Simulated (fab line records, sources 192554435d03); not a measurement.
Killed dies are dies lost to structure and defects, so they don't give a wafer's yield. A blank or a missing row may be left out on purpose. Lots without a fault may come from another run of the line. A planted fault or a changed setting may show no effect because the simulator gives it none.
Which tool did it? | flow n5_finfet | 22 lots, 66 wafers sampled, at 6 steps of a route of 1938

WHAT THE GAUGES READ, wafer by wafer
N5_BEOL_M15_OVL_MEAS_11. Usual: V14_OVL -2 nm, standard deviation 4.6.
lot  | measured     | on         | V14_OVL (nm) | flag
L076 | day 11 09:03 | overlay-02 | 0 -14 -1     |
L075 | day 11 17:13 | overlay-02 | 7 -4 2       |
L077 | day 11 17:23 | overlay-01 | -10 -1 -1    |
L078 | day 12 09:50 | overlay-01 | 1 -9 -2      |
L079 | day 12 22:12 | overlay-02 | -9 2 -2      |
L080 | day 13 00:27 | overlay-01 | 1 4 5        |
L081 | day 13 08:01 | overlay-01 | 4 -5 -2      |
L084 | day 13 14:43 | overlay-01 | 1 4 1        |
L082 | day 13 18:24 | overlay-02 | -12 1 -5     |
L083 | day 13 18:47 | overlay-02 | -5 -2 -3     |
L085 | day 14 13:22 | overlay-02 | 2 1 -2       |
L087 | day 14 17:09 | overlay-02 | -3 -6 -4     |
L089 | day 15 00:52 | overlay-01 | -4 7 -2      |
L086 | day 15 06:23 | overlay-02 | 6 0 3        |
L088 | day 15 14:33 | overlay-01 | -12 -3 -11   |
L090 | day 15 19:59 | overlay-02 | -5 -4 -8     |
L092 | day 15 23:13 | overlay-02 | -8 1 -8      |
L091 | day 16 01:50 | overlay-01 | -2 3 -2      |
L094 | day 17 01:19 | overlay-01 | 4 -1 4       |
L097 | day 17 01:28 | overlay-01 | -6 2 -4      |
L095 | day 17 04:50 | overlay-01 | -4 -4 0      |
L096 | day 17 10:27 | overlay-01 | 0 -4 5       |

WHICH TOOL RAN EACH LOT (tool, then ch and the chambers of the sampled wafers, then the start)
lot  | N5_BEOL_M14_DESCUM_15              | N5_BEOL_M14_ETCH_59                | N5_BEOL_M14_STRIP_64                          | N5_BEOL_M14_STRIP_37               | N5_BEOL_M14_ETCH_38
L076 | rie_diel-04 ch 0,2,3, day 11 00:47 | rie_diel-04 ch 0,2,3, day 11 00:50 | rie_diel-04 ch 0,2,3, day 11 06:41 or earlier | rie_diel-03 ch 0,3, day 11 06:41   | rie_diel-03 ch 0,3, day 11 09:03 or earlier
L075 | rie_diel-03 ch 0,2,3, day 11 04:20 | rie_diel-03 ch 0,2,3, day 11 04:23 | rie_diel-03 ch 0,2,3, day 11 13:54 or earlier | rie_diel-03 ch 0,1,3, day 11 13:54 | rie_diel-03 ch 0,1,3, day 11 17:13 or earlier
L077 | rie_diel-04 ch 0,3, day 11 09:34   | rie_diel-04 ch 0,3, day 11 09:36   | rie_diel-04 ch 0,3, day 11 14:34 or earlier   | rie_diel-03 ch 0,1, day 11 14:34   | rie_diel-03 ch 0,1, day 11 17:23 or earlier
L078 | rie_diel-04 ch 0,1,3, day 12 05:13 | rie_diel-04 ch 0,1,3, day 12 05:15 | rie_diel-04 ch 0,1,3, day 12 07:32 or earlier | rie_diel-03 ch 0,1,3, day 12 07:32 | rie_diel-03 ch 0,1,3, day 12 09:50 or earlier
L079 | rie_diel-05 ch 0,1,2, day 12 16:59 | rie_diel-05 ch 0,1,2, day 12 17:02 | rie_diel-05 ch 0,1,2, day 12 19:05 or earlier | rie_diel-03 ch 0,3, day 12 19:05   | rie_diel-03 ch 0,3, day 12 22:12 or earlier
L080 | rie_diel-04 ch 0,1,3, day 12 19:29 | rie_diel-04 ch 0,1,3, day 12 19:32 | rie_diel-04 ch 0,1,3, day 12 21:39 or earlier | rie_diel-04 ch 0,1,3, day 12 21:39 | rie_diel-04 ch 0,1,3, day 13 00:27 or earlier
L081 | rie_diel-04 ch 1,3, day 12 21:48   | rie_diel-04 ch 1,3, day 12 21:50   | rie_diel-04 ch 1,3, day 13 04:38 or earlier   | rie_diel-04 ch 0,2, day 13 04:38   | rie_diel-04 ch 0,2, day 13 08:01 or earlier
L084 | rie_diel-05 ch 0,2, day 13 10:38   | rie_diel-05 ch 0,2, day 13 10:40   | rie_diel-05 ch 0,2, day 13 12:13 or earlier   | rie_diel-03 ch 2,3, day 13 12:13   | rie_diel-03 ch 2,3, day 13 14:43 or earlier
L082 | rie_diel-03 ch 1,3, day 13 13:32   | rie_diel-03 ch 1,3, day 13 13:35   | rie_diel-03 ch 1,3, day 13 15:54 or earlier   | rie_diel-03 ch 1,2,3, day 13 15:54 | rie_diel-03 ch 1,2,3, day 13 18:24 or earlier
L083 | rie_diel-03 ch 0,2,3, day 13 14:00 | rie_diel-03 ch 0,2,3, day 13 14:02 | rie_diel-03 ch 0,2,3, day 13 16:04 or earlier | rie_diel-03 ch 0,1,2, day 13 16:04 | rie_diel-03 ch 0,1,2, day 13 18:47 or earlier
L085 | rie_diel-03 ch 0,1, day 14 02:59   | rie_diel-03 ch 0,1, day 14 03:01   | rie_diel-03 ch 0,1, day 14 10:19 or earlier   | rie_diel-05 ch 2,3, day 14 10:19   | rie_diel-05 ch 2,3, day 14 13:22 or earlier
L087 | rie_diel-05 ch 0,2,3, day 14 12:34 | rie_diel-05 ch 0,2,3, day 14 12:36 | rie_diel-05 ch 0,2,3, day 14 14:30 or earlier | rie_diel-04 ch 0,1, day 14 14:30   | rie_diel-04 ch 0,1, day 14 17:09 or earlier
L089 | rie_diel-05 ch 0,2, day 14 17:52   | rie_diel-05 ch 0,2, day 14 17:54   | rie_diel-05 ch 0,2, day 14 22:16 or earlier   | rie_diel-05 ch 0,3, day 14 22:16   | rie_diel-05 ch 0,3, day 15 00:52 or earlier
L086 | rie_diel-05 ch 0,2,3, day 15 02:07 | rie_diel-05 ch 0,2,3, day 15 02:09 | rie_diel-05 ch 0,2,3, day 15 03:53 or earlier | rie_diel-04 ch 1,2, day 15 03:53   | rie_diel-04 ch 1,2, day 15 06:23 or earlier
L088 | rie_diel-04 ch 0,1,3, day 15 10:28 | rie_diel-04 ch 0,1,3, day 15 10:29 | rie_diel-04 ch 0,1,3, day 15 12:05 or earlier | rie_diel-05 ch 1,2,3, day 15 12:05 | rie_diel-05 ch 1,2,3, day 15 14:33 or earlier
L090 | rie_diel-03 ch 0,3, day 15 12:28   | rie_diel-03 ch 0,3, day 15 12:29   | rie_diel-03 ch 0,3, day 15 16:47 or earlier   | rie_diel-05 ch 0,1, day 15 16:47   | rie_diel-05 ch 0,1, day 15 19:59 or earlier
L092 | rie_diel-03 ch 0,1, day 15 19:26   | rie_diel-03 ch 0,1, day 15 19:29   | rie_diel-03 ch 0,1, day 15 21:01 or earlier   | rie_diel-04 ch 1,2,3, day 15 21:01 | rie_diel-04 ch 1,2,3, day 15 23:13 or earlier
L091 | rie_diel-04 ch 1,2, day 15 20:06   | rie_diel-04 ch 1,2, day 15 20:08   | rie_diel-04 ch 1,2, day 15 23:15 or earlier   | rie_diel-03 ch 0,2, day 15 23:15   | rie_diel-03 ch 0,2, day 16 01:50 or earlier
L094 | rie_diel-03 ch 1,2,3, day 16 19:34 | rie_diel-03 ch 1,2,3, day 16 19:36 | rie_diel-03 ch 1,2,3, day 16 22:40 or earlier | rie_diel-03 ch 1,2,3, day 16 22:40 | rie_diel-03 ch 1,2,3, day 17 01:19 or earlier
L097 | rie_diel-03 ch 1,2,3, day 16 20:19 | rie_diel-03 ch 1,2,3, day 16 20:20 | rie_diel-03 ch 1,2,3, day 16 22:49 or earlier | rie_diel-03 ch 0,2,3, day 16 22:49 | rie_diel-03 ch 0,2,3, day 17 01:28 or earlier
L095 | rie_diel-04 ch 0,1, day 17 00:38   | rie_diel-04 ch 0,1, day 17 00:40   | rie_diel-04 ch 0,1, day 17 02:16 or earlier   | rie_diel-04 ch 0,1,2, day 17 02:16 | rie_diel-04 ch 0,1,2, day 17 04:50 or earlier
L096 | rie_diel-05 ch 2,3, day 17 04:57   | rie_diel-05 ch 2,3, day 17 04:59   | rie_diel-05 ch 2,3, day 17 07:11 or earlier   | rie_diel-05 ch 0,1,2, day 17 07:11 | rie_diel-05 ch 0,1,2, day 17 10:27 or earlier
- N5_BEOL_M14_DESCUM_15: chemistry O2, time 7.9 s.
- N5_BEOL_M14_ETCH_59: etches BARC in N2/H2, target depth 89 nm, overetch 26.7 nm, time 67.9 s.
- N5_BEOL_M14_STRIP_64: strips in O2.
- N5_BEOL_M14_STRIP_37: strips in O2.
- N5_BEOL_M14_ETCH_38: etches SiCN in CF4/N2, target depth 106.5 nm, time 120.6 s.

WHAT THE TOOLS THEMSELVES READ (means of the sampled wafers that have a number; where no wafer has one, the mark that the record gives instead)
N5_BEOL_M14_DESCUM_15. Usual: drypump_motor_current_A 6.0 A, standard deviation 0.44; oes_product_au 0.82 a.u., standard deviation 0.1; rf_vpp_V 243.3 V, standard deviation 1.4; showerhead_plenum_p_Torr 2.10 Torr, standard deviation 0.08; throttle_valve_pct 20.26 %, standard deviation 0.26.
lot  | tool        | drypump_motor_current_A (A) | oes_product_au (a.u.) | rf_vpp_V (V) | showerhead_plenum_p_Torr (Torr) | throttle_valve_pct (%) | flag
L076 | rie_diel-04 | 6.4                         | 0.73                  | 243.0        | 2.07                            | 20.36                  |
L075 | rie_diel-03 | 5.6                         | 0.75                  | 242.8        | 2.08                            | 20.64                  |
L077 | rie_diel-04 | 6.4                         | 0.71                  | 243.3        | 2.11                            | 20.27                  |
L078 | rie_diel-04 | 6.3                         | 0.81                  | 242.3        | 2.11                            | 20.17                  |
L079 | rie_diel-05 | 5.6                         | 0.86                  | 244.1        | 2.18                            | 20.18                  |
L080 | rie_diel-04 | 6.3                         | 0.79                  | 243.8        | 2.10                            | 20.19                  |
L081 | rie_diel-04 | 6.1                         | 0.87                  | 242.8        | 2.10                            | 20.08                  |
L084 | rie_diel-05 | 5.9                         | 0.93                  | 245.5        | 2.24                            | 20.10                  |
L082 | rie_diel-03 | 6.2                         | 0.81                  | 241.9        | 2.02                            | 20.21                  |
L083 | rie_diel-03 | 5.6                         | 0.82                  | 242.3        | 2.08                            | 20.55                  |
L085 | rie_diel-03 | 6.2                         | 0.76                  | 243.1        | 2.04                            | 20.26                  |
L087 | rie_diel-05 | 6.0                         | 0.91                  | 245.0        | 2.19                            | 20.01                  |
L089 | rie_diel-05 | 5.9                         | 0.90                  | 245.2        | 2.23                            | 20.13                  |
L086 | rie_diel-05 | 6.0                         | 0.91                  | 244.6        | 2.19                            | 20.01                  |
L088 | rie_diel-04 | 6.3                         | 0.86                  | 242.9        | 2.10                            | 20.10                  |
L090 | rie_diel-03 | 5.4                         | 0.76                  | 241.9        | 2.04                            | 20.51                  |
L092 | rie_diel-03 | 5.8                         | 0.71                  | 242.1        | 2.05                            | 20.43                  |
L091 | rie_diel-04 | 6.2                         | 0.89                  | 242.5        | 2.11                            | 20.12                  |
L094 | rie_diel-03 | 6.0                         | 0.82                  | 242.7        | 2.05                            | 20.45                  |
L097 | rie_diel-03 | 6.0                         | 0.83                  | 242.6        | 2.05                            | 20.45                  |
L095 | rie_diel-04 | 6.2                         | 0.89                  | 244.6        | 2.14                            | 20.06                  |
L096 | rie_diel-05 | 6.0                         | 0.87                  | 244.5        | 2.18                            | 20.15                  |

N5_BEOL_M14_ETCH_59. Usual: drypump_motor_current_A 6.0 A, standard deviation 0.44; oes_product_au 0.70 a.u., standard deviation 0.08; rf_vpp_V 524.2 V, standard deviation 2.8; showerhead_plenum_p_Torr 2.56 Torr, standard deviation 0.091; throttle_valve_pct 17.75 %, standard deviation 0.28.
lot  | tool        | drypump_motor_current_A (A) | oes_product_au (a.u.) | rf_vpp_V (V) | showerhead_plenum_p_Torr (Torr) | throttle_valve_pct (%) | flag
L076 | rie_diel-04 | 6.4                         | 0.61                  | 523.8        | 2.52                            | 17.89                  |
L075 | rie_diel-03 | 5.6                         | 0.64                  | 523.3        | 2.53                            | 18.11                  |
L077 | rie_diel-04 | 6.4                         | 0.61                  | 524.4        | 2.55                            | 17.72                  |
L078 | rie_diel-04 | 6.3                         | 0.69                  | 523.5        | 2.55                            | 17.61                  |
L079 | rie_diel-05 | 5.6                         | 0.73                  | 526.8        | 2.65                            | 17.70                  |
L080 | rie_diel-04 | 6.3                         | 0.69                  | 524.7        | 2.55                            | 17.61                  |
L081 | rie_diel-04 | 6.1                         | 0.75                  | 523.7        | 2.54                            | 17.49                  |
L084 | rie_diel-05 | 5.9                         | 0.79                  | 528.1        | 2.72                            | 17.60                  |
L082 | rie_diel-03 | 6.2                         | 0.70                  | 521.4        | 2.47                            | 17.74                  |
L083 | rie_diel-03 | 5.6                         | 0.70                  | 523.5        | 2.52                            | 17.99                  |
L085 | rie_diel-03 | 6.2                         | 0.65                  | 522.2        | 2.48                            | 17.75                  |
L087 | rie_diel-05 | 6.0                         | 0.78                  | 527.9        | 2.67                            | 17.50                  |
L089 | rie_diel-05 | 5.8                         | 0.76                  | 528.4        | 2.72                            | 17.62                  |
L086 | rie_diel-05 | 6.0                         | 0.76                  | 527.4        | 2.67                            | 17.52                  |
L088 | rie_diel-04 | 6.3                         | 0.73                  | 524.7        | 2.54                            | 17.51                  |
L090 | rie_diel-03 | 5.5                         | 0.66                  | 521.4        | 2.48                            | 17.96                  |
L092 | rie_diel-03 | 5.8                         | 0.61                  | 521.9        | 2.48                            | 17.86                  |
L091 | rie_diel-04 | 6.2                         | 0.76                  | 524.5        | 2.56                            | 17.55                  |
L094 | rie_diel-03 | 6.0                         | 0.69                  | 522.5        | 2.50                            | 17.96                  |
L097 | rie_diel-03 | 6.0                         | 0.70                  | 521.7        | 2.50                            | 17.96                  |
L095 | rie_diel-04 | 6.3                         | 0.75                  | 525.3        | 2.59                            | 17.41                  |
L096 | rie_diel-05 | 6.0                         | 0.74                  | 526.5        | 2.66                            | 17.67                  |

N5_BEOL_M14_STRIP_64. Usual: drypump_motor_current_A 6.0 A, standard deviation 0.44; oes_product_au 0.82 a.u., standard deviation 0.1; rf_vpp_V 3.6 V, standard deviation 0.48; showerhead_plenum_p_Torr 2.11 Torr, standard deviation 0.079; throttle_valve_pct 16.51 %, standard deviation 0.25.
lot  | tool        | drypump_motor_current_A (A) | oes_product_au (a.u.) | rf_vpp_V (V) | showerhead_plenum_p_Torr (Torr) | throttle_valve_pct (%) | flag
L076 | rie_diel-04 | 6.3                         | 0.71                  | 3.6          | 2.07                            | 16.64                  |
L075 | rie_diel-03 | 5.6                         | 0.74                  | 4.0          | 2.09                            | 16.89                  |
L077 | rie_diel-04 | 6.4                         | 0.72                  | 3.5          | 2.12                            | 16.55                  |
L078 | rie_diel-04 | 6.3                         | 0.81                  | 3.6          | 2.11                            | 16.43                  |
L079 | rie_diel-05 | 5.6                         | 0.86                  | 3.8          | 2.18                            | 16.42                  |
L080 | rie_diel-04 | 6.3                         | 0.79                  | 3.5          | 2.11                            | 16.45                  |
L081 | rie_diel-04 | 6.1                         | 0.87                  | 3.8          | 2.11                            | 16.31                  |
L084 | rie_diel-05 | 5.9                         | 0.92                  | 3.9          | 2.24                            | 16.33                  |
L082 | rie_diel-03 | 6.2                         | 0.82                  | 4.1          | 2.02                            | 16.47                  |
L083 | rie_diel-03 | 5.6                         | 0.82                  | 3.2          | 2.08                            | 16.77                  |
L085 | rie_diel-03 | 6.2                         | 0.76                  | 3.6          | 2.04                            | 16.55                  |
L087 | rie_diel-05 | 6.0                         | 0.92                  | 3.4          | 2.20                            | 16.25                  |
L089 | rie_diel-05 | 5.9                         | 0.90                  | 3.5          | 2.24                            | 16.36                  |
L086 | rie_diel-05 | 5.9                         | 0.90                  | 3.4          | 2.20                            | 16.26                  |
L088 | rie_diel-04 | 6.3                         | 0.86                  | 3.5          | 2.10                            | 16.34                  |
L090 | rie_diel-03 | 5.4                         | 0.77                  | 3.6          | 2.04                            | 16.76                  |
L092 | rie_diel-03 | 5.8                         | 0.72                  | 3.1          | 2.05                            | 16.73                  |
L091 | rie_diel-04 | 6.2                         | 0.89                  | 3.4          | 2.11                            | 16.34                  |
L094 | rie_diel-03 | 6.0                         | 0.82                  | 3.4          | 2.05                            | 16.68                  |
L097 | rie_diel-03 | 6.0                         | 0.82                  | 3.5          | 2.05                            | 16.68                  |
L095 | rie_diel-04 | 6.2                         | 0.88                  | 4.3          | 2.15                            | 16.28                  |
L096 | rie_diel-05 | 6.0                         | 0.87                  | 3.5          | 2.18                            | 16.37                  |

N5_BEOL_M14_STRIP_37. Usual: drypump_motor_current_A 6.0 A, standard deviation 0.44; oes_product_au 0.85 a.u., standard deviation 0.091; rf_vpp_V 3.6 V, standard deviation 0.97; showerhead_plenum_p_Torr 2.10 Torr, standard deviation 0.073; throttle_valve_pct 16.50 %, standard deviation 0.27.
lot  | tool        | drypump_motor_current_A (A) | oes_product_au (a.u.) | rf_vpp_V (V) | showerhead_plenum_p_Torr (Torr) | throttle_valve_pct (%) | flag
L076 | rie_diel-03 | 5.4                         | 0.75                  | 3.2          | 2.07                            | 16.76                  |
L075 | rie_diel-03 | 5.8                         | 0.79                  | 4.3          | 2.05                            | 16.60                  |
L077 | rie_diel-03 | 6.1                         | 0.78                  | 3.0          | 2.05                            | 16.50                  |
L078 | rie_diel-03 | 5.8                         | 0.77                  | 3.3          | 2.05                            | 16.61                  |
L079 | rie_diel-03 | 5.4                         | 0.79                  | 4.3          | 2.05                            | 16.72                  |
L080 | rie_diel-04 | 6.3                         | 0.79                  | 4.5          | 2.11                            | 16.44                  |
L081 | rie_diel-04 | 6.4                         | 0.88                  | 3.5          | 2.08                            | 16.53                  |
L084 | rie_diel-03 | 5.8                         | 0.92                  | 4.0          | 2.10                            | 16.76                  |
L082 | rie_diel-03 | 6.0                         | 0.86                  | 3.1          | 2.06                            | 16.61                  |
L083 | rie_diel-03 | 6.0                         | 0.81                  | 4.1          | 2.08                            | 16.68                  |
L085 | rie_diel-05 | 6.0                         | 0.92                  | 4.2          | 2.16                            | 16.14                  |
L087 | rie_diel-04 | 6.4                         | 0.95                  | 3.9          | 2.16                            | 16.23                  |
L089 | rie_diel-05 | 6.0                         | 0.90                  | 3.5          | 2.16                            | 16.08                  |
L086 | rie_diel-04 | 6.3                         | 0.91                  | 4.5          | 2.07                            | 16.41                  |
L088 | rie_diel-05 | 5.7                         | 0.93                  | 4.4          | 2.13                            | 16.23                  |
L090 | rie_diel-05 | 5.3                         | 0.95                  | 2.7          | 2.11                            | 16.18                  |
L092 | rie_diel-04 | 6.2                         | 0.83                  | 4.5          | 2.06                            | 16.44                  |
L091 | rie_diel-03 | 5.8                         | 0.83                  | 2.9          | 2.11                            | 16.84                  |
L094 | rie_diel-03 | 6.0                         | 0.82                  | 4.1          | 2.05                            | 16.68                  |
L097 | rie_diel-03 | 5.6                         | 0.90                  | 3.3          | 2.07                            | 16.69                  |
L095 | rie_diel-04 | 6.3                         | 0.90                  | 3.6          | 2.11                            | 16.36                  |
L096 | rie_diel-05 | 5.6                         | 0.87                  | 3.0          | 2.17                            | 16.33                  |

N5_BEOL_M14_ETCH_38. Usual: drypump_motor_current_A 6.0 A, standard deviation 0.43; oes_product_au 0.85 a.u., standard deviation 0.09; rf_vpp_V 382.4 V, standard deviation 1.9; showerhead_plenum_p_Torr 2.21 Torr, standard deviation 0.066; throttle_valve_pct 15.28 %, standard deviation 0.27.
lot  | tool        | drypump_motor_current_A (A) | oes_product_au (a.u.) | rf_vpp_V (V) | showerhead_plenum_p_Torr (Torr) | throttle_valve_pct (%) | flag
L076 | rie_diel-03 | 5.4                         | 0.75                  | 381.4        | 2.18                            | 15.54                  |
L075 | rie_diel-03 | 5.8                         | 0.80                  | 381.0        | 2.16                            | 15.41                  |
L077 | rie_diel-03 | 6.2                         | 0.79                  | 381.0        | 2.16                            | 15.32                  |
L078 | rie_diel-03 | 5.8                         | 0.79                  | 380.6        | 2.16                            | 15.43                  |
L079 | rie_diel-03 | 5.4                         | 0.79                  | 381.5        | 2.17                            | 15.54                  |
L080 | rie_diel-04 | 6.3                         | 0.79                  | 382.3        | 2.21                            | 15.18                  |
L081 | rie_diel-04 | 6.5                         | 0.88                  | 382.2        | 2.19                            | 15.34                  |
L084 | rie_diel-03 | 5.8                         | 0.92                  | 382.3        | 2.22                            | 15.52                  |
L082 | rie_diel-03 | 6.0                         | 0.87                  | 382.0        | 2.18                            | 15.43                  |
L083 | rie_diel-03 | 5.9                         | 0.81                  | 382.4        | 2.19                            | 15.44                  |
L085 | rie_diel-05 | 6.1                         | 0.92                  | 383.7        | 2.28                            | 14.99                  |
L087 | rie_diel-04 | 6.3                         | 0.94                  | 383.3        | 2.25                            | 14.89                  |
L089 | rie_diel-05 | 6.0                         | 0.91                  | 383.6        | 2.28                            | 14.89                  |
L086 | rie_diel-04 | 6.3                         | 0.91                  | 381.7        | 2.19                            | 15.21                  |
L088 | rie_diel-05 | 5.7                         | 0.92                  | 382.9        | 2.25                            | 15.04                  |
L090 | rie_diel-05 | 5.3                         | 0.94                  | 383.7        | 2.22                            | 14.95                  |
L092 | rie_diel-04 | 6.2                         | 0.84                  | 381.0        | 2.17                            | 15.22                  |
L091 | rie_diel-03 | 5.7                         | 0.82                  | 382.4        | 2.22                            | 15.59                  |
L094 | rie_diel-03 | 6.0                         | 0.82                  | 381.8        | 2.17                            | 15.47                  |
L097 | rie_diel-03 | 5.6                         | 0.88                  | 380.7        | 2.19                            | 15.46                  |
L095 | rie_diel-04 | 6.4                         | 0.89                  | 382.4        | 2.21                            | 15.08                  |
L096 | rie_diel-05 | 5.6                         | 0.87                  | 384.6        | 2.28                            | 15.10                  |

THE ANSWER, worked out from the rows above alone
Rule: a lot is off if the mean of its wafers that have a number lies more than 3 standard deviations from the usual mean. A lot without any number at a reading at which 4 lots or more have one is off too. The other lots that the step has rows for count as sound. The gauges are gone through in route order, then the tools' own readings, and for those a lot's mean is taken as printed above. The first step at which some lot is off is used, and at that step the reading that is off furthest; a lot without a number counts as furthest.
No lot is off at any reading shown: from this, nothing can be told.

WHAT THE SIMULATOR HAD PUT IN
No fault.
